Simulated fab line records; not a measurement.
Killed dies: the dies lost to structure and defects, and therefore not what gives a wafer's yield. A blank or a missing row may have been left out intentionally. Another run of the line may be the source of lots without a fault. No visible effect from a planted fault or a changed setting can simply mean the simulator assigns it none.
A struck lot beside a sound one + flow n5 finfet + 38 out of 1938 route steps
Sound: these wafers, L590.2, L590.3, L590.4. Struck: wafer L602.5. (L602.3, L602.6 of the same lot were not struck and are left out.) The cause comes at the end.
Per side, at each step with rows, come the tool, then ch with its chambers, and then its first start. Under that, the readings that differ: sound wafers + struck wafers + difference of the means + sigmas: that difference in standard deviations of wafers without a fault.
alike: same words and numbers on both sides, and readings whose means sit less than 2 such deviations apart. not compared: any withheld reading, any reading some wafer has no value for, any bound like >300 that may hide the same value, and any number with overlapping values for which the record gives no deviation.
The two part at a step that has a row with sigmas, a row that says differs or no value, or rows on one side only. When numbers do not overlap yet have no deviation, they are printed without sigmas and do not part them. A reading missing from all wafers of one side parts the sides only when that side holds two or more wafers.

first, 9 steps without rows for these wafers: N5_BEOL_M4_ANNEAL_95 (time 240 s); N5_BEOL_M4_SPUTTER_96 (material Cu, target thk 4.5 nm, time 8.29 s); N5_BEOL_M4_ECD_50 (material Cu, target thk 300 nm); N5_BEOL_M4_ANNEAL_51 (time 90 s); N5_BEOL_M4_CMP_52 (polishes, stops on SiOC, t overpolish 6.8 s, target thk 40 nm); N5_BEOL_M4_PRE_CLEAN_60 (time 15 s); N5_BEOL_M4_CO_CAP_55 (material Co, precursor CCTBA/H2, target thk 2 nm, time 102.1 s); N5_BEOL_M4_PRE_CLEAN_56 (time 15 s); N5_BEOL_M4_DEP_57 (deposits SiCN from 3MS/NH3, target thk 8 nm, time 14 s).
N5_BEOL_M4_RC_MEAS_101:
  sound on prober-01 ch 0, day 9 08:19; struck on prober-02 ch 0, day 12 02:38
| reading       | sound          | struck | difference | sigmas |
|---------------|----------------|--------|------------|--------|
| ION_N (uA/um) | 675 672 692    | 656    | -24        | -2     |
| VT_P (mV)     | -250 -251 -250 | -258   | -8         | -2     |
  alike: DIBL_N, DIBL_P, IOFF_N, IOFF_P, ION_P, SS_N, SS_P, VT_N
then, 24 steps without rows for these wafers: N5_BEOL_M5_ILD_DEP_00 (deposits SiCOH lowk from DEMS/porogen, target thk 140.64 nm, time 25.9 s); N5_BEOL_M5_CURE_79 (cures SiCOH lowk, time 240 s); N5_BEOL_M5_PECVD_70 (deposits SiO2 from TEOS/O2, target thk 16 nm, time 18 s); N5_BEOL_M5_HM_DEP_02 (deposits TiN, target thk 20 nm); N5_BEOL_M5_COAT_59 (time 60 s, resist thk 60 nm); N5_BEOL_M5_COAT_60 (time 60 s, resist thk 12 nm); N5_BEOL_M5_COAT_71 (time 60 s, resist thk 5 nm); N5_BEOL_M5_COAT_05 (resist thk 30 nm); N5_BEOL_M5_EBR_07; N5_BEOL_M5_SOFTBAKE_06 (time 60 s); N5_BEOL_M5_EXPOSE_08 (exposes mask M5, target cd 28 nm); N5_BEOL_M5_PEB_09 (peb time 60 s); N5_BEOL_M5_DEVELOP_10 (develop time 30 s); N5_BEOL_M5_DESCUM_16 (chemistry O2, time 7 s); N5_BEOL_M5_ETCH_72 (etches underlayer in N2/H2, target depth 6.5 nm, time 5.2 s); N5_BEOL_M5_ETCH_61 (etches SiARC in CF4, target depth 15.6 nm, time 26 s); N5_BEOL_M5_ETCH_62 (etches SOC in N2/H2, target depth 75 nm, overetch 15 nm, time 112.5 s); N5_BEOL_M5_STRIP_63 (strips in N2/H2); N5_BEOL_M5_STRIP_73 (strips in N2/H2); N5_BEOL_M5_STRIP_64 (strips in CF4); N5_BEOL_M5_HM_OPEN_17 (chemistry Cl2/BCl3, target TiN, target depth 20 nm, overetch 6 nm); N5_BEOL_M5_STRIP_19 (strips in O2); N5_BEOL_M5_COAT_65 (time 60 s, resist thk 60 nm); N5_BEOL_M5_COAT_66 (time 60 s, resist thk 12 nm).
N5_BEOL_M9_ILD_DEP_00: deposits SiCOH lowk from DEMS/porogen, target thk 308.51 nm, time 58 s.
  sound on pecvd-01 ch 0,1,2, day 10 21:46; struck on pecvd-01 ch 0, day 13 17:47
| reading                                            | sound             | struck | difference | sigmas |
|----------------------------------------------------|-------------------|--------|------------|--------|
| run length s (s)                                   | 100.7 100.4 100.2 | 119.0  | +18.6      | +38    |
| model.SiCOH_lowk_of_BEOL_M9_ILD_DEP_00.thk nm (nm) | 302.6 304.2 308.8 | 405.4  | +100.2     |        |
  alike: chamber pressure Torr, heater power w, showerhead plenum p Torr, showerhead vpp V, throttle valve pct
  not compared: since wet clean h
N5_BEOL_M9_THK_MEAS_01:
  sound on film metro-01, day 10 22:22; struck on film metro-02, day 13 18:34
| reading         | sound       | struck | difference | sigmas |
|-----------------|-------------|--------|------------|--------|
| M9_ILD_THK (nm) | 263 264 268 | 354    | +89        | +26    |
N5_BEOL_M9_CMP_52: polishes, stops on SiCOH lowk, t overpolish 7 s, target thk 140 nm.
  sound on cmp-03 ch 1,2,3, day 11 04:17; struck on cmp-03 ch 3, day 14 01:05
| reading                                            | sound             | struck | difference | sigmas |
|----------------------------------------------------|-------------------|--------|------------|--------|
| clearing platen down force psi (psi)               | 1.497 1.496 1.498 | 1.504  | +0.007     | +2     |
| model.SiCOH_lowk_of_BEOL_M9_ILD_DEP_00.thk nm (nm) | 259.8 261.2 265.2 | 351    | +89        |        |
  alike: edge zone pressure frac, motor current A
-- a jump in the record: the struck wafers' starts before and after are 2 days apart (it breaks off in module BEOL_M9 and resumes in module PASSIVATION, where the first step shown is number 1936 of the route) --
N5_PASSIVATION_PROBE_49:
  sound on prober-02, day 13 12:06; struck on prober-02, day 16 09:12
| reading                  | sound          | struck | difference | sigmas      |
|--------------------------|----------------|--------|------------|-------------|
| defect limited yield (%) | 91.0 92.5 92.6 | 0      | -92        | -61         |
| killed_at_M4_up          | 14 6 8         | 1112   | +1103      | +99 or more |
| killed at contacts       | 24 27 21       | 4      | -20        | -3          |
| killed dies              | 106 88 87      | 1180   | +1086      | +64         |
| killed on rim            | 15 11 12       | 152    | +139       | +32         |
| sort_bin_5_function (%)  | 5.1 4.0 4.7    | 97.4   | +92.8      | +99         |
| sort n pass              | 1074 1092 1093 | 0      | -1086      | -64         |
| sort yield pct (%)       | 91.0 92.5 92.6 | 0      | -92        | -61         |
  alike: killed_at_M0_to_M3, killed at front end, killed at other, killed open, killed short, sort_bin_6_memory

WHERE THEY PART
Last at N5_PASSIVATION_PROBE_49 as far as this record goes, first at N5_BEOL_M4_RC_MEAS_101.

WHY: what the simulator had put in
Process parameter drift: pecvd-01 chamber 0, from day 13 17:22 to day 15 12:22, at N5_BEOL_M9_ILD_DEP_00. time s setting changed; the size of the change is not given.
